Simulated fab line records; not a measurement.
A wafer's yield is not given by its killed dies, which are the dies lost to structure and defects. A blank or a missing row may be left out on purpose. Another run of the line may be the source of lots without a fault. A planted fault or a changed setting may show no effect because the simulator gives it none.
A single fault, viewed from 2 desks :: flow n5 finfet :: numbers are kept per desk, each desk with only its own; the story behind them comes last

AT THE TOOL OWNER'S DESK: rie diel-02
The tool's own readings at N5_BEOL_M5_TRENCH_ETCH_37 (etches SiCOH lowk in C4F6/O2, target depth 71.652 nm, time 24.7 s): means of the sampled wafers that have a number, for each lot that ran on this tool. Any lot whose mean is over 4 standard deviations away from the usual mean is out of limits and marked OUT; that distance is given in the brackets.
Columns: A = bias w at N5_BEOL_M5_TRENCH_ETCH_37, usual 185.0 W; B = drypump motor current A at N5_BEOL_M5_TRENCH_ETCH_37, usual 5.5 A; C = oes product au at N5_BEOL_M5_TRENCH_ETCH_37, usual 0.79 a.u.; D = rf vpp V at N5_BEOL_M5_TRENCH_ETCH_37, usual 676 V; E = showerhead plenum p Torr at N5_BEOL_M5_TRENCH_ETCH_37, usual 2.86 Torr; F = throttle valve pct at N5_BEOL_M5_TRENCH_ETCH_37, usual 20.98 %
lot: L196
first seen here: day 8 00:23
A: 185.1
B: 5.5
C: 0.79
D: 683
E: 2.83
F: 21.01

lot: L197
first seen here: day 8 06:11
A: 184.9
B: 5.5
C: 0.79
D: 683
E: 2.82
F: 21.04

lot: L198
first seen here: day 8 20:08
A: 184.4
B: 5.4
C: 0.70
D: 696
E: 2.83
F: 21.21

lot: L208
first seen here: day 11 23:32
A: 188.2 (+5.7) OUT
B: 5.5
C: 0.85
D: 695
E: 2.87
F: 21.04

lot: L209
first seen here: day 12 02:01
A: 187.2
B: 5.5
C: 0.85
D: 696
E: 2.87
F: 21.03
Finding of this desk: L208 out of limits; the first was L208 at day 11 23:32, on bias w at N5_BEOL_M5_TRENCH_ETCH_37. In limits: L196, L197, L198, L209.

THE DEFECT DESK
Counts from the inspections along the route, per lot, as means over the sampled wafers that have a number. Any lot whose mean is over 4 standard deviations away from the usual mean is out of limits and marked OUT; that distance is given in the brackets.
Columns: A = raw defect count at N5_BEOL_M5_INSPECT_30, usual 397
lot: L196
first seen here: day 8 00:05
A: 398

lot: L197
first seen here: day 8 05:53
A: 344

lot: L198
first seen here: day 8 19:21
A: 470

lot: L199
first seen here: day 9 00:23
A: 384

lot: L201
first seen here: day 9 07:22
A: 475

lot: L208
first seen here: day 11 23:06
A: 398

lot: L209
first seen here: day 12 01:43
A: 426

lot: L213
first seen here: day 13 01:42
A: 469

lot: L216
first seen here: day 14 03:56
A: 422

lot: L218
first seen here: day 14 04:17
A: 329

lot: L219
first seen here: day 14 13:24
A: 385
Result from this desk: across the 11 lots, nothing is out of limits.

BROUGHT TOGETHER
At day 11 23:32, on L208, the tool owner's desk was in a position to raise an alarm.
No out-of-limits result turned up at the defect desk.
The defect desk has L208 on record, within its limits.
All the named lots went through N5_BEOL_M5_TRENCH_ETCH_37 on rie diel-02.

WHAT WAS PUT IN BY THE SIMULATOR
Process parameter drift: rie diel-02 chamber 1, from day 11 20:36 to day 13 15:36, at N5_BEOL_M5_TRENCH_ETCH_37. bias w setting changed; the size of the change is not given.
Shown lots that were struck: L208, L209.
Hours from the fault's start to each desk's first reading out of limits: the tool owner's desk, 3.
